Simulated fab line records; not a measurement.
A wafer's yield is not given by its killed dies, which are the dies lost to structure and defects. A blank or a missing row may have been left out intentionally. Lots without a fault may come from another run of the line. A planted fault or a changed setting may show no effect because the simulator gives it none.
Chamber matching | flow nand_harc | NHARC_A_CONTACT_ALD_18 on ald_metal-02 has 4 sister chambers
The step deposits TiN, target thk 3 nm, pulse time 1 s, ald cycles 150. 18 wafers are shown with their chamber, then 9 later ones without.

## WAFERS WITH THEIR CHAMBER
wafer  | chamber | heater_power_w (W) | precursor_pulse_height_rel
L079.2 | 2       | 935                | 0.951
L079.3 | 1       | 879                | 0.974
L079.5 | 1       | 872                | 0.988
L076.1 | 0       | 1212               | 0.997
L076.2 | 2       | 973                | 1.016
L076.3 | 1       | 881                | 0.983
L080.1 | 1       | 881                | 1.012
L080.2 | 2       | 945                | 1.025
L080.5 | 0       | 1181               | 1.029
L081.1 | 2       | 948                | 1.038
L081.2 | 0       | 1183               | 0.981
L081.5 | 3       | 1063               | 0.990
L084.1 | 2       | 1004               | 0.998
L084.4 | 3       | 1123               | 0.999
L084.5 | 3       | 1127               | 0.980
L087.2 | 0       | 1232               | 1.009
L087.3 | 2       | 1005               | 1.008
L087.4 | 1       | 878                | 0.996

SIGNATURES (means of the wafers above)
reading                    | chamber 0 | chamber 1 | chamber 2 | chamber 3 | scatter within a chamber
heater_power_w             | 1202.00   | 878.20    | 968.33    | 1104.33   | 25.5
precursor_pulse_height_rel | 1.00400   | 0.99060   | 1.00600   | 0.98967   | 0.0221
Rule: for a wafer and a chamber, the distance is found by dividing, reading by reading, the gap between the wafer's reading and the chamber's mean by the reading's scatter, squaring, summing and taking the root. The wafer belongs to the nearest chamber; if the next one is less than 2 further off, it can't be placed. How the scatter is found: for the shown wafers, subtract from each reading the mean of its chamber, square and add these, divide the total by (wafers less chambers), then take the root.

## WAFERS WITH NO CHAMBER GIVEN
wafer  | heater_power_w (W) | precursor_pulse_height_rel
L089.1 | 1115               | 1.029
L089.3 | 1023               | 0.971
L089.4 | 1209               | 0.991
L090.4 | 993                | 1.000
L090.5 | 1194               | 1.018
L090.6 | 1112               | 0.998
L097.1 | 1111               | 1.035
L097.2 | 871                | 1.020
L097.6 | 1011               | 0.957

## THE CHAMBER EACH PASSED THROUGH
wafer  | from the rows above     | in truth
L089.1 | can't be placed: 3 or 0 | 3
L089.3 | can't be placed: 2 or 3 | 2
L089.4 | 0                       | 0
L090.4 | 2                       | 2
L090.5 | 0                       | 0
L090.6 | 3                       | 3
L097.1 | can't be placed: 3 or 0 | 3
L097.2 | 1                       | 1
L097.6 | can't be placed: 2 or 3 | 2
Correctly placed: 5 of 9. Not placeable from these rows: 4 (in 4, the candidates include the true chamber). 0 placed wrongly.
